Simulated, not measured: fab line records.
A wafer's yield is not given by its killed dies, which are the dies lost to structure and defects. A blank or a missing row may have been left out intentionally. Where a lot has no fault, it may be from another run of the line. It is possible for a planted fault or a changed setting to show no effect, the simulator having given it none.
Split-lot study / flow n5Finfet / 21 wafers read across 7 lots, on a route 1938 steps long

## SPLIT DETAILS
At N5_SD_ACTIVATION_LSA_01 (time 0.0008 s), the setting tempC was moved away from the recipe's 1080 C on 4 of the 21 wafers read, by -1.8% to +2.1%. All remaining wafers had this setting at the recipe value.

There is no step in the file separating the split from the reading.

## THE READING
RS_SD_N, in ohm/sq, at N5_SD_ACTIVATION_RS_MEAS_03 (measures by four-point-probe). Typical for fault-free wafers on this fab line: 21.9 ohm/sq, with standard deviation 0.31 ohm/sq.

wafer=L074.1; tool, chamber at the split=laserAnneal-01, 0; tempC as run, C=1080; against the recipe=recipe; RS_SD_N, ohm/sq=22.3; against lot-mates on the recipe=-
wafer=L074.4; tool, chamber at the split=laserAnneal-01, 0; tempC as run, C=1094; against the recipe=+1.3%; RS_SD_N, ohm/sq=20.8; against lot-mates on the recipe=-1.6
wafer=L074.6; tool, chamber at the split=laserAnneal-01, 0; tempC as run, C=1080; against the recipe=recipe; RS_SD_N, ohm/sq=22.5; against lot-mates on the recipe=-
wafer=L075.1; tool, chamber at the split=laserAnneal-02, 0; tempC as run, C=1061; against the recipe=-1.8%; RS_SD_N, ohm/sq=24.0; against lot-mates on the recipe=+2.1
wafer=L075.3; tool, chamber at the split=laserAnneal-02, 0; tempC as run, C=1080; against the recipe=recipe; RS_SD_N, ohm/sq=21.9; against lot-mates on the recipe=-
wafer=L075.6; tool, chamber at the split=laserAnneal-02, 0; tempC as run, C=1080; against the recipe=recipe; RS_SD_N, ohm/sq=21.8; against lot-mates on the recipe=-
wafer=L077.4; tool, chamber at the split=laserAnneal-02, 0; tempC as run, C=1080; against the recipe=recipe; RS_SD_N, ohm/sq=21.4; against lot-mates on the recipe=-
wafer=L077.5; tool, chamber at the split=laserAnneal-02, 0; tempC as run, C=1080; against the recipe=recipe; RS_SD_N, ohm/sq=21.8; against lot-mates on the recipe=-
wafer=L077.6; tool, chamber at the split=laserAnneal-02, 0; tempC as run, C=1080; against the recipe=recipe; RS_SD_N, ohm/sq=21.6; against lot-mates on the recipe=-
wafer=L079.3; tool, chamber at the split=laserAnneal-02, 0; tempC as run, C=1080; against the recipe=recipe; RS_SD_N, ohm/sq=22.2; against lot-mates on the recipe=-
wafer=L079.4; tool, chamber at the split=laserAnneal-02, 0; tempC as run, C=1080; against the recipe=recipe; RS_SD_N, ohm/sq=22.3; against lot-mates on the recipe=-
wafer=L079.5; tool, chamber at the split=laserAnneal-02, 0; tempC as run, C=1080; against the recipe=recipe; RS_SD_N, ohm/sq=22.2; against lot-mates on the recipe=-
wafer=L084.1; tool, chamber at the split=laserAnneal-01, 0; tempC as run, C=1080; against the recipe=recipe; RS_SD_N, ohm/sq=21.4; against lot-mates on the recipe=-
wafer=L084.4; tool, chamber at the split=laserAnneal-01, 0; tempC as run, C=1080; against the recipe=recipe; RS_SD_N, ohm/sq=21.4; against lot-mates on the recipe=-
wafer=L084.6; tool, chamber at the split=laserAnneal-01, 0; tempC as run, C=1080; against the recipe=recipe; RS_SD_N, ohm/sq=21.5; against lot-mates on the recipe=-
wafer=L089.3; tool, chamber at the split=laserAnneal-02, 0; tempC as run, C=1080; against the recipe=recipe; RS_SD_N, ohm/sq=21.8; against lot-mates on the recipe=-
wafer=L089.4; tool, chamber at the split=laserAnneal-02, 0; tempC as run, C=1103; against the recipe=+2.1%; RS_SD_N, ohm/sq=19.1; against lot-mates on the recipe=-2.9
wafer=L089.5; tool, chamber at the split=laserAnneal-02, 0; tempC as run, C=1080; against the recipe=recipe; RS_SD_N, ohm/sq=22.1; against lot-mates on the recipe=-
wafer=L091.1; tool, chamber at the split=laserAnneal-02, 0; tempC as run, C=1080; against the recipe=recipe; RS_SD_N, ohm/sq=21.8; against lot-mates on the recipe=-
wafer=L091.2; tool, chamber at the split=laserAnneal-02, 0; tempC as run, C=1101; against the recipe=+1.9%; RS_SD_N, ohm/sq=19.8; against lot-mates on the recipe=-2.2
wafer=L091.6; tool, chamber at the split=laserAnneal-02, 0; tempC as run, C=1080; against the recipe=recipe; RS_SD_N, ohm/sq=22.2; against lot-mates on the recipe=-

THE FIT
A straight line over all 21 wafers: RS_SD_N changes by -1.16 ohm/sq for each +1% of tempC; r = -0.94; the points scatter about the line by 0.35 ohm/sq.
The same after taking each lot's own level away (the mean of its wafers on the recipe; 21 wafers): -1.24 ohm/sq for each +1%; r = -0.99; scatter 0.13 ohm/sq.
That fit puts the effect of the largest move of tempC on the reading at 2.6 ohm/sq.
Across the lots, their own levels run from 21.43 to 22.40 ohm/sq, a range of 3.1 times the standard deviation given above.
So the lot-to-lot level changes the slope little: the two slopes agree.
Check: for one of the wafers moved furthest among these (+2.1%), held out of the fit, the line's prediction against its lot-mates is -2.52 ohm/sq. It came out at -2.85 ohm/sq against them.
Tool readings at the split's step, against how far the setting was moved: wafer_temp_C_max r = +1.00.

## THE WHOLE CHAIN: every reading that the file lists as answering this split, in the file's order
step=N5_SD_ACTIVATION_LSA_01; what it does=time 0.0008 s; reading=wafer_temp_C_max; change (the file's fit)=withheld for each +1% of the setting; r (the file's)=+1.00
step=N5_SD_ACTIVATION_RS_MEAS_03; what it does=measures by four-point-probe; reading=RS_SD_N; change (the file's fit)=-1.23 for each +1% of the setting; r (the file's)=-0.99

## FILE'S OWN FIT
RS_SD_N changes by -1.23 ohm/sq for each +1% of tempC, r = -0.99.
